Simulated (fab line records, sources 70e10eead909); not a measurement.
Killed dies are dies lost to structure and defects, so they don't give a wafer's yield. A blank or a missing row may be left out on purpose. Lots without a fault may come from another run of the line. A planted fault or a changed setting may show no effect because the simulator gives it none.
A struck lot beside a sound one | flow nand_harc | 23 steps out of a route of 1159
Sound: wafers L700.1, L700.3, L700.4. Struck: wafers L714.2, L714.4, L714.5. The cause comes at the end.
At each step with rows: each side's tool, then ch and its chambers, then its first start. Under that, the readings that differ: sound wafers | struck wafers | difference of the means | sigmas: that difference in standard deviations of wafers without a fault.
alike: readings whose means differ by less than 2 such deviations, and words and numbers that are the same on both sides. not compared: withheld readings, readings that some wafer has no value for, bounds like >300 that may hide the same value, and numbers for which the record gives no deviation and whose values overlap.
The two part at a step that has a row with sigmas, a row that says differs or no value, or rows on one side only. Numbers that don't overlap but have no deviation are shown without sigmas and don't part them. A reading that every wafer of one side lacks parts them only if that side has two wafers or more.

NHARC_P_M1_INSPECT_27:
  sound on defect_inspect-02, day 7 00:10; struck on defect_inspect-02, day 10 18:38
  alike: raw_defect_count
NHARC_P_M1_PRE_CLEAN_32: time 12 s.
  sound on pecvd-01 ch 0,1, day 7 00:16; struck on pecvd-04 ch 0,2, day 10 18:43
  alike: heater_power_w
NHARC_P_M1_DEP_33: deposits SiCN, target thk 30 nm.
  sound on pecvd-01 ch 0,1, day 7 00:22; struck on pecvd-04 ch 0,2, day 10 18:50
  alike: chamber_pressure_Torr, heater_power_w
then, 8 steps without rows for these wafers: NHARC_P_M2_DEP_00 (deposits SiOC, target thk 182.5 nm); NHARC_P_M2_DEHYDRATE_01 (time 120 s); NHARC_P_M2_HMDS_02 (time 30 s); NHARC_P_M2_COAT_34 (time 65 s); NHARC_P_M2_COAT_03 (resist thk 90 nm); NHARC_P_M2_SOFTBAKE_04 (time 55 s); NHARC_P_M2_EBR_05; NHARC_P_M2_EXPOSE_06 (exposes mask P M2, target cd 170 nm).
NHARC_P_M2_PEB_07: peb time 65 s.
  sound on litho_track-01 ch 0, day 7 01:37; struck on litho_track-06 ch 0, day 10 19:50
  reading                  | sound             | struck               | difference | sigmas
  heater_power_total_W (W) | 156.4 157.1 156.0 | 177.4 177.7 177.2    | +20.9      | +49
  plate_temp_C (C)         | 99.95 99.96 99.88 | 109.32 109.46 109.68 | +9.56      | +74
  alike: chill_plate_temp_C, resist_line_temp_C
then, 1 step without rows for these wafers: NHARC_P_M2_DEVELOP_08 (develop time 35 s).
NHARC_P_M2_CD_MEAS_09: target cd 170 nm.
  sound on cd_sem-02 ch 0, day 7 01:41; struck on cd_sem-02 ch 0, day 10 19:55
  reading    | sound             | struck            | difference | sigmas
  cd_nm (nm) | 169.8 169.5 170.2 | 197.0 197.3 197.1 | +27.3      | +59
NHARC_P_M2_OVL_MEAS_10: pitch 340 nm.
  sound on overlay-02, day 7 01:46; struck on overlay-02, day 10 19:59
  reading           | sound       | struck         | difference | sigmas
  overlay_y_nm (nm) | 1.7 1.0 1.1 | -1.1 -0.7 -0.9 | -2.2       | -2
  alike: overlay_x_nm
NHARC_P_M2_INSPECT_11:
  sound on defect_inspect-02, day 7 01:49; struck on defect_inspect-02, day 10 20:02
  alike: raw_defect_count
NHARC_P_M2_DESCUM_14: chemistry O2, time 3 s.
  sound on rie_diel-10 ch 0,1,3, day 7 01:54; struck on rie_diel-10 ch 0,2,3, day 10 20:05
  reading               | sound           | struck            | difference | sigmas
  model.P_M2.cd_nm (nm) | 170 170.1 170.9 | 196.9 197.1 197.6 | +26.9      |
  alike: drypump_motor_current_A, mfc_ar_sccm, oes_product_au, rf_vpp_V, showerhead_plenum_p_Torr, throttle_valve_pct
  not compared: rf_hours_counter_h
NHARC_P_M2_ETCH_35: etches the open film in N2/H2, target depth 40 nm, overetch 12 nm, time 43.94 s.
  sound on rie_diel-10 ch 0,1,2, day 7 02:00; struck on rie_diel-10 ch 0,1,3, day 10 20:11
  reading               | sound             | struck            | difference | sigmas
  oes_product_au (a.u.) | 1.007 0.991 0.992 | 1.012 1.019 1.007 | +0.016     | +2
  alike: drypump_motor_current_A, mfc_ar_sccm, rf_vpp_V, showerhead_plenum_p_Torr, throttle_valve_pct
  not compared: rf_hours_counter_h
NHARC_P_M2_ETCH_15: etches the open film in C4F8/Ar, target depth 182.5 nm, time 91.2 s.
  sound on rie_diel-10 ch 0,1,2; struck on rie_diel-10 ch 1,2
  alike: oes_product_au, rf_vpp_V
  not compared: rf_hours_counter_h
NHARC_P_M2_CD_MEAS_16:
  sound on cd_sem-03, day 7 02:16; struck on cd_sem-01, day 10 20:24
  reading    | sound             | struck            | difference | sigmas
  cd_nm (nm) | 170.4 170.3 171.4 | 197.1 197.2 197.5 | +26.6      | +39
NHARC_P_M2_STRIP_18: strips in N2/H2.
  sound on rie_diel-10 ch 0,1,2, day 7 02:20; struck on rie_diel-01 ch 0,2, day 10 20:29
  alike: drypump_motor_current_A, mfc_ar_sccm, oes_product_au, rf_vpp_V, showerhead_plenum_p_Torr, throttle_valve_pct
  not compared: rf_hours_counter_h
NHARC_P_M2_ETCH_28: etches the open film in CF4/N2, target depth 30 nm, time 72.99 s.
  sound on rie_diel-10 ch 0,1,2; struck on rie_diel-01 ch 0,2,3
  reading               | sound           | struck            | difference | sigmas
  model.P_M2.cd_nm (nm) | 169.7 169.7 171 | 197.7 197.2 197.9 | +27.5      |
  alike: drypump_motor_current_A, mfc_ar_sccm, oes_product_au, rf_vpp_V, showerhead_plenum_p_Torr, throttle_valve_pct
  not compared: rf_hours_counter_h
then, 1 step without rows for these wafers: NHARC_P_M2_STRIP_19 (strips in post etch residue remover, time 600 s).

WHERE THEY PART
First at NHARC_P_M2_PEB_07; last, within this record, at NHARC_P_M2_CD_MEAS_16. Later steps at which nothing parts them and some readings are alike: NHARC_P_M2_STRIP_18, NHARC_P_M2_ETCH_28.

WHY: what the simulator had put in
Process parameter drift: litho_track-06, from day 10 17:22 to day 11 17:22, at NHARC_P_M2_PEB_07. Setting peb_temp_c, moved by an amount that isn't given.
